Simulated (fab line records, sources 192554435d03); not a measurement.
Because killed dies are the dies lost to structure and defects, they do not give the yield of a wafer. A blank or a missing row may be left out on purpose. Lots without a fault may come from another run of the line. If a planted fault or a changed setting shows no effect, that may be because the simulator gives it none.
A struck lot beside a sound one	flow n5 finfet	16 out of 1938 route steps
Sound: the wafers L131.1, L131.4, L131.6. Struck: wafer L137.1. (L137.4 of the same lot was not struck and is left out.) The cause comes at the end.
Per side, at each step with rows, come the tool, then ch with its chambers, and then its first start. Under that, the readings that differ: sound wafers	struck wafers	difference of the means	sigmas: that difference in standard deviations of wafers without a fault.
alike: readings with means less than 2 such deviations apart, plus words and numbers identical on both sides. not compared: withheld readings, readings lacking a value on some wafer, bounds such as >300 that could conceal the same value, and numbers that have no deviation in the record and whose values overlap.
A row with sigmas, a row that says differs or no value, or rows on one side alone: a step with any of these is where the two part. Numbers that don't overlap but have no deviation are shown without sigmas and don't part them. A reading that every wafer of one side lacks parts them only if that side has two wafers or more.

N5_HKMG_FIN_INSPECT_61: inspects for defects (macro).
  sound on defect inspect-02, day 4 00:08; struck on defect inspect-02, day 5 16:51
reading	sound	struck	difference	sigmas
raw defect count	0 2 2	4	+3	+2
N5_HKMG_FIN_DESCUM_53: chemistry O2, time 7.9 s.
  sound on rie diel-01 ch 0,1,3, day 4 00:10; struck on rie diel-06 ch 3, day 5 17:38
  alike: drypump motor current A, oes product au, rf vpp V, showerhead plenum p Torr, throttle valve pct
  not compared: rf hours counter h
then, 1 step without rows for these wafers: N5_HKMG_FIN_ETCH_54 (etches SiARC in CF4, target depth 45.5 nm, time 75.8 s).
N5_HKMG_FIN_ETCH_55: etches SOC in N2/H2, target depth 240 nm, time 300 s.
  sound on rie diel-01 ch 0,1,3, day 4 00:16; struck on rie diel-06 ch 3, day 5 17:44
  alike: drypump motor current A, h2 flow sccm, oes product au, rf vpp V, showerhead plenum p Torr, throttle valve pct
  not compared: rf hours counter h
then, 1 step without rows for these wafers: N5_HKMG_FIN_STRIP_56 (strips in N2/H2).
N5_HKMG_FIN_STRIP_57: strips in CF4.
  sound on rie diel-01 ch 0,1,3, day 4 00:27; struck on rie diel-06 ch 3, day 5 17:55
  alike: drypump motor current A, oes product au, power w, rf vpp V, showerhead plenum p Torr, throttle valve pct
  not compared: rf hours counter h
N5_HKMG_FIN_ETCH_58: etches SOC in N2/H2, target depth 215.8 nm, time 741 s.
  sound on rie diel-01 ch 0,1,3, day 4 00:28; struck on rie diel-06 ch 3, day 5 17:56
  alike: drypump motor current A, h2 flow sccm, oes product au, rf vpp V, showerhead plenum p Torr, throttle valve pct
  not compared: rf hours counter h
N5_HKMG_FIN_STRIP_93: strips SOC in N2/H2, time 20 s.
  sound on rie diel-01 ch 0,1,3, day 4 00:54; struck on rie diel-06 ch 3, day 5 18:22
  alike: drypump motor current A, h2 flow sccm, oes product au, power w, rf vpp V, showerhead plenum p Torr, throttle valve pct
  not compared: rf hours counter h
then, 4 steps without rows for these wafers: N5_HKMG_FIN_WET_ETCH_76 (etches Al2O3 in dNH4OH, stops on La2O3, target depth 2.25 nm, rinse time 30 s); N5_HKMG_FIN_STRIP_60 (strips in N2/H2, time 360 s); N5_HKMG_FIN_WET_ETCH_77 (etches La2O3 in dHCl, stops on HfO2, target depth 2 nm); N5_HKMG_FIN_WET_ETCH_78 (etches Al2O3 in dNH4OH, stops on La2O3, target depth 4.5 nm, rinse time 30 s).
N5_HKMG_FIN_ALD_79: deposits TiN, target thk 1.5 nm, pulse time 1 s, purge time 3 s.
  sound on ald metal-04 ch 1,2,3, day 4 01:34; struck on ald metal-01 ch 2, day 5 19:00
reading	sound	struck	difference	sigmas
co reactant pulse time s (s)	2 2 2	2.1592	+0.1592	
  alike: heater power w, precursor pulse height rel
  not compared: since wet clean h
then, 1 step without rows for these wafers: N5_HKMG_FIN_CVD_62 (deposits a-Si from Si2H6, target thk 3 nm, time 20.8 s).
-- here the record skips 4 days between the struck wafers' starts before and after, leaving off in module HKMG_FIN and picking up in module BEOL_M4 (first step shown: number 1111 of the route) --
N5_BEOL_M4_RC_MEAS_101:
  sound on prober-02 ch 0, day 8 04:49; struck on prober-02 ch 0, day 10 01:40
  alike: DIBL_N, DIBL_P, IOFF_N, IOFF_P, ION_N, ION_P, SS_N, SS_P, VT_N, VT_P
then, 1 step without rows for these wafers: N5_PASSIVATION_PROBE_49.

## WHERE THEY PART
At N5_HKMG_FIN_INSPECT_61 and nowhere else, as far as this record goes. Later steps at which nothing parts them and some readings are alike: N5_HKMG_FIN_DESCUM_53, N5_HKMG_FIN_ETCH_55, N5_HKMG_FIN_STRIP_57, N5_HKMG_FIN_ETCH_58, N5_HKMG_FIN_STRIP_93, N5_HKMG_FIN_ALD_79, N5_BEOL_M4_RC_MEAS_101.

WHY: whatever the simulator had introduced
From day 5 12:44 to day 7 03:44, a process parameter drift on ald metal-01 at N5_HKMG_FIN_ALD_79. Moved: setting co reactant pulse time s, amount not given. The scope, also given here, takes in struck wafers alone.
